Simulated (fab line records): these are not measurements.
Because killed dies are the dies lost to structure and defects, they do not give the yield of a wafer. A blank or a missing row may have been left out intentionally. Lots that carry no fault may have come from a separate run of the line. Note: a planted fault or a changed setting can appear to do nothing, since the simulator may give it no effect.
Chamber matching / flow nand_harc / rie_diel-11 running NHARC_P_BONDPAD_ETCH_24: 4 sister chambers
The step etches the open film in CF4/N2, target depth 30 nm, time 72.99 s. 4 wafers are shown with their chamber, then 7 later ones without.

## WAFERS, EACH WITH ITS CHAMBER
wafer=L835.3; chamber=3; showerhead_plenum_p_Torr (Torr)=2.52
wafer=L849.3; chamber=0; showerhead_plenum_p_Torr (Torr)=2.49
wafer=L850.2; chamber=2; showerhead_plenum_p_Torr (Torr)=2.74
wafer=L850.3; chamber=1; showerhead_plenum_p_Torr (Torr)=2.65

## WAFERS WITH NO CHAMBER GIVEN
wafer=L850.5; showerhead_plenum_p_Torr (Torr)=2.74
wafer=L851.1; showerhead_plenum_p_Torr (Torr)=2.65
wafer=L851.3; showerhead_plenum_p_Torr (Torr)=2.49
wafer=L851.4; showerhead_plenum_p_Torr (Torr)=2.51
wafer=L853.1; showerhead_plenum_p_Torr (Torr)=2.73
wafer=L853.3; showerhead_plenum_p_Torr (Torr)=2.51
wafer=L853.5; showerhead_plenum_p_Torr (Torr)=2.73

## WHICH CHAMBER EACH ONE RAN IN
wafer=L850.5; from the rows above=2; in truth=2
wafer=L851.1; from the rows above=1; in truth=1
wafer=L851.3; from the rows above=0; in truth=0
wafer=L851.4; from the rows above=can't be placed: 3 or 0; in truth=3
wafer=L853.1; from the rows above=2; in truth=2
wafer=L853.3; from the rows above=can't be placed: 3 or 0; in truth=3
wafer=L853.5; from the rows above=2; in truth=2
Correct placement for 5 of the 7. These rows do not allow placing 2 (true chamber among the candidates in 2). Wrongly placed: 0.
How it was worked out, from the rows above alone: a wafer's distance from a chamber is the root of the sum, over the readings, of the square of ((its reading less the chamber's mean) divided by the reading's scatter). If the next closest chamber is less than 2 further off than the closest, the wafer can't be placed; otherwise it belongs to the closest. The mean given for a chamber averages the wafers shown for that chamber. The scatter (one wafer shown for each chamber): square how far every hidden wafer sits from the nearest shown wafer, average those squares and take the square root.
